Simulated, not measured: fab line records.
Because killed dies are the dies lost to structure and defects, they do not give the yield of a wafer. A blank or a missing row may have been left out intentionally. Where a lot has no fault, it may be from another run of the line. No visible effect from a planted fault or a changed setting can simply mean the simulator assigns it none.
Which tool did it? / flow nand_harc / 36 wafers from 12 lots sampled at 6 of the route's 1159 steps

WHAT EACH GAUGE READ, for each wafer
NHARC_A_M1_CD_MEAS_09: the cd target is 120 nm.
lot=L736; measured=day 18 01:22; on=cd_sem-01; cd_nm (nm)=119.9 120.5 119.8
lot=L735; measured=day 18 02:56; on=cd_sem-03; cd_nm (nm)=119.6 119.8 119.4
lot=L732; measured=day 18 03:55; on=cd_sem-01; cd_nm (nm)=119.9 119.8 120.0
lot=L734; measured=day 18 09:14; on=cd_sem-01; cd_nm (nm)=119.0 118.7 118.3
lot=L743; measured=day 20 04:58; on=cd_sem-01; cd_nm (nm)=129.8 129.7 130.2
lot=L742; measured=day 20 06:15; on=cd_sem-02; cd_nm (nm)=130.6 130.0 130.9
lot=L747; measured=day 21 02:52; on=cd_sem-01; cd_nm (nm)=118.9 118.8 119.6
lot=L749; measured=day 22 03:43; on=cd_sem-02; cd_nm (nm)=119.3 119.8 119.3
lot=L751; measured=day 22 08:56; on=cd_sem-02; cd_nm (nm)=120.1 120.6 119.7
lot=L754; measured=day 22 22:34; on=cd_sem-01; cd_nm (nm)=120.4 119.6 119.6
lot=L752; measured=day 23 04:23; on=cd_sem-02; cd_nm (nm)=120.1 119.4 120.4
lot=L755; measured=day 24 02:07; on=cd_sem-02; cd_nm (nm)=119.6 119.6 119.8

NHARC_END_SORT_01.
lot=L743; measured=day 21 18:31; on=prober-01; defect_limited_yield (%)=95.6 95.9; killed_at_array=30 27; killed_at_other=0 1; killed_at_periphery=0 0; killed_dies=30 28; killed_open=1 0; killed_short=1 1; sort_bin_2_pct (%)=0.9 1.3; sort_bin_3_pct (%)=0.59 0.30; sort_bin_4_pct (%)=3.0 2.5; sort_n_pass=647 649; sort_rim_yield_pct (%)=94.3 95.3; sort_yield_pct (%)=95.6 95.9

EACH LOT AND THE TOOL THAT RAN IT (in order: tool; ch and the chambers of the sampled wafers; start)
lot=L736; NHARC_A_BLC_DEGAS_30=pvd_sputter-03, day 17 18:56; NHARC_A_M0_PRE_CLEAN_29=pvd_sputter-03, day 18 01:17 or earlier; NHARC_A_M1_PEB_07=litho_track-04 ch 0, day 18 01:17; NHARC_A_M1_ETCH_28=rie_diel-05 ch 0,2, no start
lot=L735; NHARC_A_BLC_DEGAS_30=pvd_sputter-03, day 17 20:16; NHARC_A_M0_PRE_CLEAN_29=pvd_sputter-03, day 18 02:52 or earlier; NHARC_A_M1_PEB_07=litho_track-01 ch 0, day 18 02:52; NHARC_A_M1_ETCH_28=rie_diel-09 ch 0,2,3, no start
lot=L732; NHARC_A_BLC_DEGAS_30=pvd_sputter-02, day 17 21:02; NHARC_A_M0_PRE_CLEAN_29=pvd_sputter-03, day 18 03:49 or earlier; NHARC_A_M1_PEB_07=litho_track-04 ch 0, day 18 03:49; NHARC_A_M1_ETCH_28=rie_diel-05 ch 0,1,3, no start
lot=L734; NHARC_A_BLC_DEGAS_30=pvd_sputter-01, day 18 02:58; NHARC_A_M0_PRE_CLEAN_29=pvd_sputter-01, day 18 09:10 or earlier; NHARC_A_M1_PEB_07=litho_track-01 ch 0, day 18 09:10; NHARC_A_M1_ETCH_28=rie_diel-07 ch 1,3, no start
lot=L743; NHARC_A_BLC_DEGAS_30=pvd_sputter-02, day 19 22:25; NHARC_A_M0_PRE_CLEAN_29=pvd_sputter-02, day 20 04:53 or earlier; NHARC_A_M1_PEB_07=litho_track-01 ch 0, day 20 04:53; NHARC_A_M1_ETCH_28=rie_diel-05 ch 0,3, day 21 18:31 or earlier
lot=L742; NHARC_A_BLC_DEGAS_30=pvd_sputter-03, day 19 23:48; NHARC_A_M0_PRE_CLEAN_29=pvd_sputter-03, day 20 06:10 or earlier; NHARC_A_M1_PEB_07=litho_track-01 ch 0, day 20 06:10; NHARC_A_M1_ETCH_28=rie_diel-09 ch 1,2,3, no start
lot=L747; NHARC_A_BLC_DEGAS_30=pvd_sputter-02, day 20 19:28; NHARC_A_M0_PRE_CLEAN_29=pvd_sputter-03, day 21 02:47 or earlier; NHARC_A_M1_PEB_07=litho_track-06 ch 0, day 21 02:47; NHARC_A_M1_ETCH_28=rie_diel-09 ch 0,3, no start
lot=L749; NHARC_A_BLC_DEGAS_30=pvd_sputter-03, day 21 15:46; NHARC_A_M0_PRE_CLEAN_29=pvd_sputter-02, day 22 03:38 or earlier; NHARC_A_M1_PEB_07=litho_track-04 ch 0, day 22 03:38; NHARC_A_M1_ETCH_28=rie_diel-05 ch 0,1,2, no start
lot=L751; NHARC_A_BLC_DEGAS_30=pvd_sputter-02, day 22 02:20; NHARC_A_M0_PRE_CLEAN_29=pvd_sputter-01, day 22 08:52 or earlier; NHARC_A_M1_PEB_07=litho_track-04 ch 0, day 22 08:52; NHARC_A_M1_ETCH_28=rie_diel-05 ch 0,2, no start
lot=L754; NHARC_A_BLC_DEGAS_30=pvd_sputter-02, day 22 13:42; NHARC_A_M0_PRE_CLEAN_29=pvd_sputter-02, day 22 22:29 or earlier; NHARC_A_M1_PEB_07=litho_track-06 ch 0, day 22 22:29; NHARC_A_M1_ETCH_28=rie_diel-09 ch 0,1,2, no start
lot=L752; NHARC_A_BLC_DEGAS_30=pvd_sputter-02, day 22 19:07; NHARC_A_M0_PRE_CLEAN_29=pvd_sputter-02, day 23 04:19 or earlier; NHARC_A_M1_PEB_07=litho_track-06 ch 0, day 23 04:19; NHARC_A_M1_ETCH_28=rie_diel-05 ch 0,1,2, no start
lot=L755; NHARC_A_BLC_DEGAS_30=pvd_sputter-03, day 23 18:53; NHARC_A_M0_PRE_CLEAN_29=pvd_sputter-01, day 24 02:02 or earlier; NHARC_A_M1_PEB_07=litho_track-06 ch 0, day 24 02:02; NHARC_A_M1_ETCH_28=rie_diel-09 ch 0,2, day 24 03:10
- NHARC_A_BLC_DEGAS_30: time 60 s.
- NHARC_A_M0_PRE_CLEAN_29: time 30 s.
- NHARC_A_M1_PEB_07: peb time 65 s.
- NHARC_A_M1_ETCH_28: etches the open film in CF4/N2, target depth 30 nm, time 72.99 s.

AS READ BY THE TOOLS THEMSELVES (means over the sampled wafers that have a number; for cases with no such wafer, the mark the record gives instead)
NHARC_A_BLC_DEGAS_30.
lot=L736; tool=pvd_sputter-03; heater_power_w (W)=409
lot=L735; tool=pvd_sputter-03; heater_power_w (W)=408
lot=L732; tool=pvd_sputter-02; heater_power_w (W)=467
lot=L734; tool=pvd_sputter-01; heater_power_w (W)=484
lot=L743; tool=pvd_sputter-02; heater_power_w (W)=442
lot=L742; tool=pvd_sputter-03; heater_power_w (W)=413
lot=L747; tool=pvd_sputter-02; heater_power_w (W)=441
lot=L749; tool=pvd_sputter-03; heater_power_w (W)=429
lot=L751; tool=pvd_sputter-02; heater_power_w (W)=448
lot=L754; tool=pvd_sputter-02; heater_power_w (W)=446
lot=L752; tool=pvd_sputter-02; heater_power_w (W)=450
lot=L755; tool=pvd_sputter-03; heater_power_w (W)=453

NHARC_A_M0_PRE_CLEAN_29.
lot=L736; tool=pvd_sputter-03; heater_power_w (W)=365
lot=L735; tool=pvd_sputter-03; heater_power_w (W)=366
lot=L732; tool=pvd_sputter-03; heater_power_w (W)=362
lot=L734; tool=pvd_sputter-01; heater_power_w (W)=427
lot=L743; tool=pvd_sputter-02; heater_power_w (W)=408
lot=L742; tool=pvd_sputter-03; heater_power_w (W)=363
lot=L747; tool=pvd_sputter-03; heater_power_w (W)=380
lot=L749; tool=pvd_sputter-02; heater_power_w (W)=412
lot=L751; tool=pvd_sputter-01; heater_power_w (W)=422
lot=L754; tool=pvd_sputter-02; heater_power_w (W)=380
lot=L752; tool=pvd_sputter-02; heater_power_w (W)=391
lot=L755; tool=pvd_sputter-01; heater_power_w (W)=409

NHARC_A_M1_PEB_07.
lot=L736; tool=litho_track-04; heater_power_total_W (W)=156.5; plate_temp_C (C)=100.04
lot=L735; tool=litho_track-01; heater_power_total_W (W)=156.4; plate_temp_C (C)=100.06
lot=L732; tool=litho_track-04; heater_power_total_W (W)=156.8; plate_temp_C (C)=100.26
lot=L734; tool=litho_track-01; heater_power_total_W (W)=156.7; plate_temp_C (C)=100.12
lot=L743; tool=litho_track-01; heater_power_total_W (W)=164.0; plate_temp_C (C)=103.53
lot=L742; tool=litho_track-01; heater_power_total_W (W)=164.1; plate_temp_C (C)=103.55
lot=L747; tool=litho_track-06; heater_power_total_W (W)=156.1; plate_temp_C (C)=99.92
lot=L749; tool=litho_track-04; heater_power_total_W (W)=156.5; plate_temp_C (C)=100.04
lot=L751; tool=litho_track-04; heater_power_total_W (W)=156.5; plate_temp_C (C)=100.11
lot=L754; tool=litho_track-06; heater_power_total_W (W)=156.7; plate_temp_C (C)=100.07
lot=L752; tool=litho_track-06; heater_power_total_W (W)=156.5; plate_temp_C (C)=100.00
lot=L755; tool=litho_track-06; heater_power_total_W (W)=156.7; plate_temp_C (C)=100.01

NHARC_A_M1_ETCH_28.
lot=L736; tool=rie_diel-05; drypump_motor_current_A (A)=6.0; oes_product_au (a.u.)=0.995; rf_vpp_V (V)=312.8; showerhead_plenum_p_Torr (Torr)=2.57; throttle_valve_pct (%)=19.796
lot=L735; tool=rie_diel-09; drypump_motor_current_A (A)=5.5; oes_product_au (a.u.)=0.998; rf_vpp_V (V)=313.7; showerhead_plenum_p_Torr (Torr)=2.63; throttle_valve_pct (%)=19.792
lot=L732; tool=rie_diel-05; drypump_motor_current_A (A)=6.0; oes_product_au (a.u.)=1.003; rf_vpp_V (V)=314.6; showerhead_plenum_p_Torr (Torr)=2.61; throttle_valve_pct (%)=19.789
lot=L734; tool=rie_diel-07; drypump_motor_current_A (A)=5.3; oes_product_au (a.u.)=1.009; rf_vpp_V (V)=312.6; showerhead_plenum_p_Torr (Torr)=2.55; throttle_valve_pct (%)=19.787
lot=L743; tool=rie_diel-05; drypump_motor_current_A (A)=5.8; oes_product_au (a.u.)=1.004; rf_vpp_V (V)=312.9; showerhead_plenum_p_Torr (Torr)=2.55; throttle_valve_pct (%)=19.797
lot=L742; tool=rie_diel-09; drypump_motor_current_A (A)=5.6; oes_product_au (a.u.)=0.996; rf_vpp_V (V)=314.8; showerhead_plenum_p_Torr (Torr)=2.68; throttle_valve_pct (%)=19.786
lot=L747; tool=rie_diel-09; drypump_motor_current_A (A)=5.7; oes_product_au (a.u.)=1.009; rf_vpp_V (V)=311.9; showerhead_plenum_p_Torr (Torr)=2.54; throttle_valve_pct (%)=19.786
lot=L749; tool=rie_diel-05; drypump_motor_current_A (A)=6.3; oes_product_au (a.u.)=0.996; rf_vpp_V (V)=313.4; showerhead_plenum_p_Torr (Torr)=2.62; throttle_valve_pct (%)=19.806
lot=L751; tool=rie_diel-05; drypump_motor_current_A (A)=6.2; oes_product_au (a.u.)=0.991; rf_vpp_V (V)=312.6; showerhead_plenum_p_Torr (Torr)=2.59; throttle_valve_pct (%)=19.789
lot=L754; tool=rie_diel-09; drypump_motor_current_A (A)=5.4; oes_product_au (a.u.)=0.998; rf_vpp_V (V)=315.2; showerhead_plenum_p_Torr (Torr)=2.69; throttle_valve_pct (%)=19.788
lot=L752; tool=rie_diel-05; drypump_motor_current_A (A)=6.3; oes_product_au (a.u.)=0.994; rf_vpp_V (V)=314.6; showerhead_plenum_p_Torr (Torr)=2.62; throttle_valve_pct (%)=19.791
lot=L755; tool=rie_diel-09; drypump_motor_current_A (A)=5.3; oes_product_au (a.u.)=0.999; rf_vpp_V (V)=315.9; showerhead_plenum_p_Torr (Torr)=2.73; throttle_valve_pct (%)=19.795

THE ANSWER, worked out from the rows above alone
Rule: the usual values come from the lots themselves. Put in order of their means at a reading, lots are off if they are a third of the lots or fewer, leave a main group of 4 or more, and stand apart from it by a gap of 3 or more times the standard deviation of the main group's means; of several such gaps the widest counts. A main group whose means are all the same, to the digits that the tables above print for the reading, isn't used. Also off: a lot with no number at a reading for which 4 or more lots have one. Any other lot the step has rows for is counted as sound. The gauges are gone through in route order, then the tools' own readings, and for those a lot's mean is taken as printed above. At the first step where some lot is off, the reading lying furthest off is the one used; lots without a number count as furthest.
Off, at NHARC_A_M1_CD_MEAS_09 on cd_nm: L743, L742. The main group: mean 119.6 nm, standard deviation 0.44.
A tool fits if, at a process step before that reading, it ran every lot that is off, and no sound lot after the first of them. The gauges at NHARC_A_M1_CD_MEAS_09 aren't tried: what is off there is off at NHARC_A_M1_PEB_07 too, on other tools, and a gauge's error can't cause that. Because NHARC_A_M0_PRE_CLEAN_29 lacks a start for some lots, the hours and order of its lots are taken from NHARC_A_M1_PEB_07. One fits: litho_track-01 at NHARC_A_M1_PEB_07. Its last sound lot is L734 (day 18 09:10), its first lot that is off L743 (day 20 04:53): a fault that began between those two fits.
The tool's own readings at NHARC_A_M1_PEB_07 bear it out: on the lots that are off they differ by more than 5 times the standard deviation of the sound lots' means. heater_power_total_W reads 164.1 W there against 156.5 W on the sound lots; plate_temp_C reads 103.54 C there against 100.06 C on the sound lots.

WHAT THE SIMULATOR HAD INSERTED
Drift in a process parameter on litho_track-01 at NHARC_A_M1_PEB_07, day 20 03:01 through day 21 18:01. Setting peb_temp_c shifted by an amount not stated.
Struck lots among those shown: L743, L742. This agrees with what the rule above found.
